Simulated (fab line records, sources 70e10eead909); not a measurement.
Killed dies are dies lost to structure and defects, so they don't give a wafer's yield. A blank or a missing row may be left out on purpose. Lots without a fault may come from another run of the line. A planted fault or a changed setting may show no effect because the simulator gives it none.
fab line records | flow nand_harc | part 1 of 2: steps 1 to 28 of 43
record lots=5 wafers=15 last_day=24
route steps=1159 shown A_M0@996 A_M1@1026
lots that met no fault: from a run of the same line without faults
start_h: hours from the record's first day to the start of the lot's first wafer shown | wait_h: hours since the lot's step before | " the same as in the row above | L1.1+2: a row that stands for several wafers | - no value, or no start given | * or withheld: withheld | < > ~ a bound
route shown NAME@n: a module of which the file shows steps, and the number in the route of the first | usual: mean/standard deviation of fault-free wafers | same: alike in all rows | chamber/n: place in a boat | sites: the reading at each site | _std_site: their standard deviation | _edge_site: outer sites' mean less inner sites' | radius_mm: how far each site lies from the wafer's centre | mask NAME#n: copy n | behind: the tool/chamber that last shaped the wafer | hold: why the lot was held/for how many hours/how that ended | device: the transistor (n, p or np) that didn't switch | end of line: the same wafers' tests at the end of the route | a step without rows: its recipe alone | killed: dies lost to structure and defects at the first sort, not the wafer's yield | map: a wafer's dies, x killed, . not, _ none there
set.NAME: the setting as run; set.NAME@STEP: as run at that earlier step | model.NAME: the simulator's own value behind a step, which no gauge read
lots at some steps of the route; a table a step, a row a wafer
services: from which hour (start_h, from the record's first day; less than 0 if before it) a tool's chamber was out of use, for how many hours, and why
## steps
# step NHARC_A_M0_HMDS_02
# recipe time_s=30
# columns lot.wafer tool chamber start_h wait_h
L075.2+5+6 litho_track-01 0 - -
L082.3+4+6 litho_track-04 0 - -
L086.2+4+5 litho_track-01 0 - -
L095.2+3+5 litho_track-06 0 - -
L096.1+4+5 litho_track-04 0 - -
# step NHARC_A_M0_COAT_33
# recipe temp_c=200 time_s=65
# columns lot.wafer tool chamber start_h wait_h
L075.2+5+6 litho_track-01 0 - -
L082.3+4+6 litho_track-04 0 - -
L086.2+4+5 litho_track-01 0 - -
L095.2+3+5 litho_track-06 0 - -
L096.1+4+5 litho_track-04 0 - -
# step NHARC_A_M0_COAT_03
# recipe spin_rpm=1500 resist_thk_nm=90
# columns lot.wafer tool chamber start_h wait_h
L075.2+5+6 litho_track-01 0 - -
L082.3+4+6 litho_track-04 0 - -
L086.2+4+5 litho_track-01 0 - -
L095.2+3+5 litho_track-06 0 - -
L096.1+4+5 litho_track-04 0 - -
# step NHARC_A_M0_SOFTBAKE_04
# recipe temp_c=105 time_s=55
# columns lot.wafer tool chamber start_h wait_h
L075.2+5+6 litho_track-01 0 - -
L082.3+4+6 litho_track-04 0 - -
L086.2+4+5 litho_track-01 0 - -
L095.2+3+5 litho_track-06 0 - -
L096.1+4+5 litho_track-04 0 - -
# step NHARC_A_M0_EBR_05
# columns lot.wafer tool chamber start_h wait_h
L075.2+5+6 litho_track-01 0 - -
L082.3+4+6 litho_track-04 0 - -
L086.2+4+5 litho_track-01 0 - -
L095.2+3+5 litho_track-06 0 - -
L096.1+4+5 litho_track-04 0 - -
# step NHARC_A_M0_EXPOSE_06
# recipe na=1.35 target_cd_nm=80 dose_mj=83.25 mask_id=A_M0
# columns lot.wafer tool chamber start_h wait_h mask
L075.2+5+6 arfi_scanner-01 0 415.18 - A_M0#0
L082.3+4+6 arfi_scanner-01 0 445.86 - A_M0#0
L086.2+4+5 arfi_scanner-03 0 488.31 - A_M0#0
L095.2+3+5 arfi_scanner-01 0 526.84 - A_M0#0
L096.1+4+5 arfi_scanner-02 0 529.75 - A_M0#0
# step NHARC_A_M0_PEB_07
# recipe peb_temp_c=100 peb_time_s=65
# columns lot.wafer tool chamber start_h wait_h
L075.2+5+6 litho_track-04 0 415.24 0.1
L082.3+4+6 litho_track-04 0 445.92 0.0
L086.2+4+5 litho_track-04 0 488.36 0.1
L095.2+3+5 litho_track-04 0 526.90 0.1
L096.1+4+5 litho_track-04 0 529.82 0.1
# step NHARC_A_M0_DEVELOP_08
# recipe develop_time_s=35 dev_temp_c=23
# columns lot.wafer tool chamber start_h wait_h
L075.2+5+6 litho_track-04 0 - -
L082.3+4+6 litho_track-04 0 - -
L086.2+4+5 litho_track-04 0 - -
L095.2+3+5 litho_track-04 0 - -
L096.1+4+5 litho_track-04 0 - -
# step NHARC_A_M0_CD_MEAS_09
# recipe target_cd_nm=80 landing_energy_ev=500
# usual cd_nm=79.6/0.77
# columns lot.wafer tool chamber start_h wait_h cd_nm
L075.2 cd_sem-02 0 415.33 - 79.2
L075.5 " 0 " " 79.7
L075.6 " 0 " " 80.1
L082.3 cd_sem-03 0 446.00 - 79.7
L082.4 " 0 " " 79.3
L082.6 " 0 " " 78.3
L086.2 cd_sem-02 0 488.44 - 80.2
L086.4 " 0 " " 80.4
L086.5 " 0 " " 80.2
L095.2 cd_sem-03 0 526.98 - 80.7
L095.3 " 0 " " 80.7
L095.5 " 0 " " 80.1
L096.1 cd_sem-02 0 529.89 - 80.0
L096.4 " 0 " " 81.0
L096.5 " 0 " " 79.4
# step NHARC_A_M0_OVL_MEAS_10
# recipe pitch_nm=160
# usual overlay_x_nm=-0.2/0.83 overlay_y_nm=0.1/0.9
# columns lot.wafer tool chamber start_h wait_h overlay_x_nm overlay_y_nm
L075.2 overlay-01 - 415.41 - 0.4 1.4
L075.5 " - " " 0.3 0.7
L075.6 " - " " 0.5 0.7
L082.3 overlay-01 - 446.08 - 0.7 -0.1
L082.4 " - " " 0.6 -0.3
L082.6 " - " " 0.4 -0.4
L086.2 overlay-01 - 488.53 - 0.6 -1.3
L086.4 " - " " 1.5 -1.2
L086.5 " - " " 0.9 -1.7
L095.2 overlay-02 - 527.06 - -0.4 -1.1
L095.3 " - " " -0.7 -0.8
L095.5 " - " " -0.6 -1.3
L096.1 overlay-02 - 530.00 - 0.5 0.7
L096.4 " - " " 0.7 0.7
L096.5 " - " " 0.3 1.4
# step NHARC_A_M0_INSPECT_11
# usual raw_defect_count=30/13
# columns lot.wafer tool chamber start_h wait_h raw_defect_count
L075.2 defect_inspect-01 - 415.45 0.0 34
L075.5 " - " " 33
L075.6 " - " " 31
L082.3 defect_inspect-01 - 446.12 0.0 15
L082.4 " - " " 15
L082.6 " - " " 12
L086.2 defect_inspect-02 - 488.57 0.0 39
L086.4 " - " " 28
L086.5 " - " " 30
L095.2 defect_inspect-02 - 527.10 0.0 40
L095.3 " - " " 45
L095.5 " - " " 38
L096.1 defect_inspect-01 - 530.03 0.0 43
L096.4 " - " " 39
L096.5 " - " " 46
# step NHARC_A_M0_DESCUM_14
# recipe time_s=3 o2_flow_sccm=200 ar_flow_sccm=0 bias_power_w=0 chemistry=O2
# usual drypump_motor_current_A=5.6/0.34 o2_flow_sccm=200.0/0.59 oes_product_au=1.002/0.0086 rf_vpp_V=57.8/0.88 showerhead_plenum_p_Torr=1.90/0.073 throttle_valve_pct=11.312/0.0089
# columns lot.wafer tool chamber start_h wait_h drypump_motor_current_A o2_flow_sccm oes_product_au rf_hours_counter_h rf_vpp_V showerhead_plenum_p_Torr throttle_valve_pct
L075.2 rie_diel-09 1 415.52 0.1 5.7 200.6 1.005 9 58.2 1.89 11.300
L075.5 " 0 " " 5.4 200.1 0.999 - 57.3 2.03 11.316
L075.6 " 1 " " 5.7 200.7 1.007 - 58.1 1.89 11.298
L082.3 rie_diel-09 2 446.20 0.1 5.7 198.4 0.996 0 58.7 1.93 11.314
L082.4 " 3 " " 5.9 200.4 1.010 0 57.4 1.82 11.309
L082.6 " 1 " " 5.7 200.0 1.003 - 57.8 1.89 11.309
L086.4 rie_diel-11 2 488.64 0.1 5.4 200.1 0.993 8 56.6 1.78 11.311
L086.2 " 3 " " 5.9 201.1 0.996 7 56.0 1.85 11.313
L086.5 " 0 " " 5.1 200.4 1.000 - 58.2 1.92 11.316
L095.3 rie_diel-06 3 527.16 0.1 6.2 199.5 0.984 6 57.9 1.92 11.285
L095.2 " 0 " " 4.8 200.9 0.987 7 60.0 1.90 11.312
L095.5 " 3 " " 6.1 200.1 0.997 - 57.8 1.92 11.307
L096.1 rie_diel-06 1 530.10 0.1 6.2 200.5 1.002 6 57.0 1.82 11.317
L096.4 " 0 " " 4.8 200.5 1.000 7 58.1 1.90 11.309
L096.5 " 2 " " 5.9 199.4 1.022 - 58.4 1.79 11.305
# step NHARC_A_M0_ETCH_34
# recipe target_depth_a=400 overetch_a=120 time_s=43.94 ion_energy_ev=200 n2_flow_sccm=150 h2_flow_sccm=150 ar_flow_sccm=0 rf_w=400 bias_w=150 chemistry=N2/H2
# usual drypump_motor_current_A=5.7/0.33 oes_product_au=1.000/0.0092 rf_vpp_V=430.0/2.3 showerhead_plenum_p_Torr=2.02/0.081 throttle_valve_pct=14.172/0.0096
# columns lot.wafer tool chamber start_h wait_h drypump_motor_current_A oes_product_au rf_hours_counter_h rf_vpp_V showerhead_plenum_p_Torr throttle_valve_pct
L075.2 rie_diel-09 3 415.61 0.1 5.9 0.991 11 428.9 1.94 14.178
L075.6 " 0 " " 5.4 1.003 - 434.7 2.16 14.160
L075.5 " 1 " " 5.7 1.000 - 429.9 2.02 14.175
L082.3 rie_diel-09 0 446.27 0.1 5.5 1.001 1 433.6 2.16 14.173
L082.4 " 3 " " 6.0 1.003 0 428.8 1.94 14.151
L082.6 " 0 " " 5.5 1.016 - 433.8 2.16 14.167
L086.2 rie_diel-11 1 488.72 0.1 5.7 1.005 8 430.2 2.00 14.179
L086.4 " 2 " " 5.4 0.985 8 426.9 1.90 14.165
L086.5 " 0 " " 5.1 1.012 - 431.8 2.05 14.153
L095.3 rie_diel-06 3 527.26 0.1 6.1 1.001 6 430.5 2.05 14.173
L095.2 " 0 " " 4.8 0.995 7 429.5 2.02 14.180
L095.5 " 2 " " 5.9 1.024 - 427.5 1.90 14.155
L096.1 rie_diel-06 2 530.19 0.1 5.9 1.025 6 426.1 1.90 14.174
L096.4 " 3 " " 6.2 1.005 6 429.1 2.05 14.171
L096.5 " 1 " " 6.2 0.996 - 426.9 1.94 14.180
# step NHARC_A_M0_ETCH_15
# recipe target_depth_a=1500 overetch_a=150 time_s=82.5 c4f8_flow_sccm=withheld ar_flow_sccm=400 rf_w=600 bias_w=300 chemistry=C4F8/Ar
# usual oes_product_au=0.955/0.023 rf_vpp_V=440.0/2.4
# columns lot.wafer tool chamber start_h wait_h oes_product_au rf_hours_counter_h rf_vpp_V
L075.2 rie_diel-09 1 - - 0.955 9 439.0
L075.6 " 0 " " 0.934 - 444.4
L075.5 " 1 " " 0.959 - 440.2
L082.3 rie_diel-09 2 - - 0.978 0 440.5
L082.4 " 0 " " 0.969 1 444.4
L082.6 " 2 " " 0.969 - 443.2
L086.2 rie_diel-11 1 - - 0.934 8 440.0
L086.4 " 3 " " 0.924 7 440.3
L086.5 " 0 " " 0.938 - 441.1
L095.3 rie_diel-06 3 - - 0.929 6 440.8
L095.2 " 1 " " 0.918 6 438.1
L095.5 " 3 " " 0.932 - 441.0
L096.1 rie_diel-06 0 - - 0.910 7 440.3
L096.4 " 0 " " 0.905 - 439.8
L096.5 " 1 " " 0.907 - 438.0
# step NHARC_A_M0_CD_MEAS_16
# usual cd_nm=79.6/0.94
# columns lot.wafer tool chamber start_h wait_h cd_nm
L075.2 cd_sem-03 - 415.81 - 80.2
L075.5 " - " " 79.3
L075.6 " - " " 80.3
L082.3 cd_sem-02 - 446.49 - 80.0
L082.4 " - " " 79.2
L082.6 " - " " 79.6
L086.2 cd_sem-02 - 488.93 - 80.6
L086.4 " - " " 80.6
L086.5 " - " " 80.4
L095.2 cd_sem-01 - 527.46 - 80.1
L095.3 " - " " 81.3
L095.5 " - " " 81.1
L096.1 cd_sem-01 - 530.41 - 79.4
L096.4 " - " " 80.2
L096.5 " - " " 79.4
# step NHARC_A_M0_STRIP_18
# recipe power_w=1000 n2_flow_sccm=150 h2_flow_sccm=150 ar_flow_sccm=0 bias_w=0 chemistry=N2/H2
# usual drypump_motor_current_A=5.6/0.38 oes_product_au=1.003/0.0089 rf_vpp_V=90.4/0.96 showerhead_plenum_p_Torr=1.99/0.07 throttle_valve_pct=14.172/0.0087
# columns lot.wafer tool chamber start_h wait_h drypump_motor_current_A oes_product_au rf_hours_counter_h rf_vpp_V showerhead_plenum_p_Torr throttle_valve_pct
L075.2 rie_diel-06 1 415.88 0.1 6.2 0.989 9.7 90.9 1.94 14.178
L075.6 " 1 " " 6.2 0.989 - 89.8 1.94 14.170
L075.5 " 2 " " 5.9 1.003 - 90.8 1.90 14.176
L082.3 rie_diel-09 0 446.55 0.1 5.4 1.010 0.6 92.4 2.16 14.178
L082.4 " 2 " " 5.7 0.998 0.4 90.8 2.06 14.182
L082.6 " 1 " " 5.7 1.003 - 89.8 2.02 14.157
L086.4 rie_diel-11 2 489.00 0.1 5.4 1.008 7.7 88.7 1.89 14.157
L086.2 " 3 " " 5.9 0.997 7.3 91.4 1.98 14.179
L086.5 " 2 " " 5.4 0.999 - 90.8 1.90 14.172
L095.3 rie_diel-06 1 527.56 0.1 6.2 0.999 6.4 88.5 1.94 14.168
L095.2 " 2 " " 5.9 1.018 5.7 89.1 1.90 14.175
L095.5 " 0 " " 4.8 0.997 - 90.1 2.02 14.167
L096.1 rie_diel-09 2 530.53 0.1 5.8 0.984 6.6 91.1 2.06 14.168
L096.4 " 3 " " 5.9 1.007 7.0 90.7 1.93 14.171
L096.5 " 1 " " 5.7 0.994 - 91.7 2.02 14.156
# step NHARC_A_M0_STRIP_19
# recipe time_s=600 temp_c=30 chemistry=post_etch_residue_remover
# usual temp_c=30.01/0.11
# columns lot.wafer tool chamber start_h wait_h temp_c
L075.5 wet_bench-05 3 416.15 - 29.85
L075.2 " 4 " " 29.89
L075.6 " 6 " " 30.05
L082.4 wet_bench-09 2 446.84 - 29.88
L082.6 " 3 " " 30.20
L082.3 " 4 " " 29.98
L086.5 wet_bench-09 1 489.28 - 29.96
L086.4 " 3 " " 30.19
L086.2 " 6 " " 29.91
L095.2 wet_bench-05 0 527.82 - 30.03
L095.5 " 1 " " 29.97
L095.3 " 4 " " 30.04
L096.5 wet_bench-03 6 530.77 - 30.00
L096.4 " 7 " " 29.99
L096.1 " 0 " " 29.85
# step NHARC_A_M0_DEGAS_28
# recipe temp_c=250 time_s=60
# usual heater_power_w=309/26
# columns lot.wafer tool chamber start_h wait_h heater_power_w
L075.2 pvd_sputter-01 - 416.48 - 280
L075.6 " - " " 304
L075.5 " - " " 292
L082.3 pvd_sputter-02 - 447.10 - 301
L082.4 " - " " 331
L082.6 " - " " 302
L086.2 pvd_sputter-03 - 489.55 - 299
L086.4 " - " " 299
L086.5 " - " " 292
L095.2 pvd_sputter-02 - 528.08 - 295
L095.3 " - " " 326
L095.5 " - " " 295
L096.1 pvd_sputter-01 - 531.03 - 316
L096.4 " - " " 318
L096.5 " - " " 308
# step NHARC_A_M0_PRE_CLEAN_29
# recipe time_s=30 temp_c=280 gas=H2/He
# usual heater_power_w=379/34
# columns lot.wafer tool chamber start_h wait_h heater_power_w
L075.2 pvd_sputter-01 - - - 379
L075.6 " - " " 349
L075.5 " - " " 357
L082.4 pvd_sputter-02 - - - 372
L082.3 " - " " 384
L082.6 " - " " 456
L086.2 pvd_sputter-03 - - - 396
L086.4 " - " " 386
L086.5 " - " " 372
L095.3 pvd_sputter-02 - - - 374
L095.2 " - " " 380
L095.5 " - " " 463
L096.4 pvd_sputter-01 - - - 335
L096.1 " - " " 366
L096.5 " - " " 329
# step NHARC_A_M0_PVD_20
# recipe target_thk_a=50 bias_v=168.6 power_w=15000 chamber_pressure_pa=0.12 time_s=8.06 substrate_temp_c=50 material=TaN
# usual cathode_dc_power_W=15000/2.7 throttle_valve_pct=29.8/1.2
# columns lot.wafer tool chamber start_h wait_h cathode_dc_power_W throttle_valve_pct
L075.2 pvd_sputter-01 - - - 15005 29.6
L075.5 " - " " 14994 31.7
L075.6 " - " " 14997 29.7
L082.3 pvd_sputter-02 - - - 15000 29.6
L082.4 " - " " 14998 31.4
L082.6 " - " " 15000 29.6
L086.2 pvd_sputter-03 - - - 14998 28.9
L086.4 " - " " 14999 31.0
L086.5 " - " " 15005 30.9
L095.2 pvd_sputter-02 - - - 15003 29.6
L095.3 " - " " 15000 29.5
L095.5 " - " " 14998 31.1
L096.4 pvd_sputter-01 - - - 15002 29.1
L096.1 " - " " 14999 32.2
L096.5 " - " " 14998 28.8
# step NHARC_A_M0_PVD_21
# recipe target_thk_a=300 chamber_pressure_pa=5 power_w=5000 substrate_temp_c=30 time_s=20.49 material=Cu
# usual cathode_dc_power_W=5000.0/0.88 throttle_valve_pct=29.8/1.2
# columns lot.wafer tool chamber start_h wait_h cathode_dc_power_W throttle_valve_pct
L075.2 pvd_sputter-01 - - - 4998.2 29.8
L075.5 " - " " 4999.8 29.6
L075.6 " - " " 5000.2 29.9
L082.4 pvd_sputter-02 - - - 4999.9 30.3
L082.3 " - " " 5001.3 29.8
L082.6 " - " " 5000.2 31.1
L086.4 pvd_sputter-03 - - - 5000.9 28.8
L086.2 " - " " 5000.3 31.2
L086.5 " - " " 5000.1 29.6
L095.3 pvd_sputter-02 - - - 4999.8 31.0
L095.2 " - " " 4999.0 29.8
L095.5 " - " " 4998.5 30.4
L096.1 pvd_sputter-01 - - - 5001.4 31.9
L096.4 " - " " 5000.2 29.2
L096.5 " - " " 5001.8 30.3
# step NHARC_A_M0_ECD_22
# recipe target_thk_a=4000 bath_temp_c=25 material=Cu
# columns lot.wafer tool chamber start_h wait_h
L075.2+5+6 ecd_cu-01 1,1,0 416.88 -
L082.4+3+6 ecd_cu-02 0,1,1 447.55 -
L086.2+4+5 ecd_cu-01 1,1,0 489.96 -
L095.2+3+5 ecd_cu-01 0 528.44 -
L096.1+4+5 ecd_cu-01 1,0,1 531.44 -
# step NHARC_A_M0_ANNEAL_30
# recipe temp_c=225 time_s=90
# usual wafer_temp_C_max=226.4/0.33
# columns lot.wafer tool chamber start_h wait_h wafer_temp_C_max
L075.2 rtp_anneal-02 0 417.32 0.4 226.3
L075.5 " 0 " " 226.2
L075.6 " 0 " " 226.1
L082.3 rtp_anneal-02 0 447.93 - 226.3
L082.4 " 0 " " 225.9
L082.6 " 0 " " 226.7
L086.2 rtp_anneal-02 0 490.36 - 226.6
L086.4 " 0 " " 226.2
L086.5 " 0 " " 226.5
L095.2 rtp_anneal-02 0 528.92 - 226.4
L095.3 " 0 " " 226.3
L095.5 " 0 " " 226.1
L096.1 rtp_anneal-01 0 531.79 - 226.6
L096.4 " 0 " " 226.6
L096.5 " 0 " " 226.9
# step NHARC_A_M0_CMP_23
# recipe t_overpolish_s=20 target_thk_nm=113.75
# usual motor_current_A=12.6/1.2 time_to_endpoint_s=29.7/2.5
# columns lot.wafer tool chamber start_h wait_h motor_current_A time_to_endpoint_s
L075.2 cmp-02 3 417.63 - 11.4 33.7
L075.5 " 2 " " 12.3 30.5
L075.6 " 3 " " 11.6 33.9
L082.3 cmp-02 3 448.18 - 11.7 30.3
L082.4 " 1 " " 13.5 31.0
L082.6 " 3 " " 11.4 29.8
L086.2 cmp-01 3 490.66 - 12.8 30.2
L086.4 " 0 " " 12.2 31.2
L086.5 " 0 " " 12.8 33.0
L095.3 cmp-01 2 529.24 - 11.6 26.5
L095.2 " 3 " " 13.4 24.8
L095.5 " 1 " " 12.7 26.2
L096.1 cmp-03 1 532.19 - 11.5 29.7
L096.4 " 2 " " 12.2 31.7
L096.5 " 3 " " 12.3 28.0
# step NHARC_A_M0_THK_MEAS_24
# recipe thk_meas_gauge=xrf
# usual thk_nm=113.9/1.6
# columns lot.wafer tool chamber start_h wait_h thk_nm
L075.2 film_metro-01 - 417.92 - 114.8
L075.5 " - " " 112.1
L075.6 " - " " 115.2
L082.3 film_metro-01 - 448.49 - 115.4
L082.4 " - " " 113.7
L082.6 " - " " 114.3
L086.2 film_metro-01 - 490.98 - 115.6
L086.4 " - " " 116.7
L086.5 " - " " 113.8
L095.2 film_metro-01 - 529.52 - 112.2
L095.3 " - " " 116.5
L095.5 " - " " 115.6
L096.1 film_metro-01 - 532.45 - 111.9
L096.4 " - " " 113.4
L096.5 " - " " 110.5
# step NHARC_A_M0_SRD_25
# columns lot.wafer tool chamber start_h wait_h
L075.5+2+6 wet_bench-08 4,5,6 417.97 0.0
L082.4+3+6 wet_bench-08 6,7,0 448.54 0.0
L086.5+4+2 wet_bench-10 5,6,1 491.02 0.0
L095.5+3+2 wet_bench-08 1,2,3 529.56 0.0
L096.5+1+4 wet_bench-10 5,6,1 532.49 0.0
# step NHARC_A_M0_INSPECT_27
# usual raw_defect_count=442/120
# columns lot.wafer tool chamber start_h wait_h raw_defect_count
L075.2 defect_inspect-01 - 418.08 0.0 407
L075.5 " - " " 401
L075.6 " - " " 424
L082.3 defect_inspect-02 - 448.65 0.0 436
L082.4 " - " " 448
L082.6 " - " " 609
L086.2 defect_inspect-01 - 491.14 0.0 323
L086.4 " - " " 453
L086.5 " - " " 432
L095.2 defect_inspect-01 - 529.68 0.0 469
L095.3 " - " " 506
L095.5 " - " " 720
L096.1 defect_inspect-02 - 532.60 0.0 441
L096.4 " - " " 332
L096.5 " - " " 482
# step NHARC_A_M0_PRE_CLEAN_31
# recipe time_s=12 temp_c=370 rf_power_w=300 gas=NH3
# usual heater_power_w=599/81
# columns lot.wafer tool chamber start_h wait_h heater_power_w
L075.2 pecvd-04 1 418.14 0.1 507
L075.6 " 2 " " 650
L075.5 " 0 " " 593
L082.3 pecvd-04 1 448.72 0.1 565
L082.6 " 1 " " 560
L082.4 " 2 " " 593
L086.2 pecvd-01 1 491.22 0.1 676
L086.4 " 1 " " 694
L086.5 " 2 " " 532
L095.2 pecvd-01 1 529.78 0.1 711
L095.3 " 0 " " 661
L095.5 " 2 " " 451
L096.1 pecvd-03 0 532.70 0.1 547
L096.5 " 1 " " 528
L096.4 " 0 " " 544
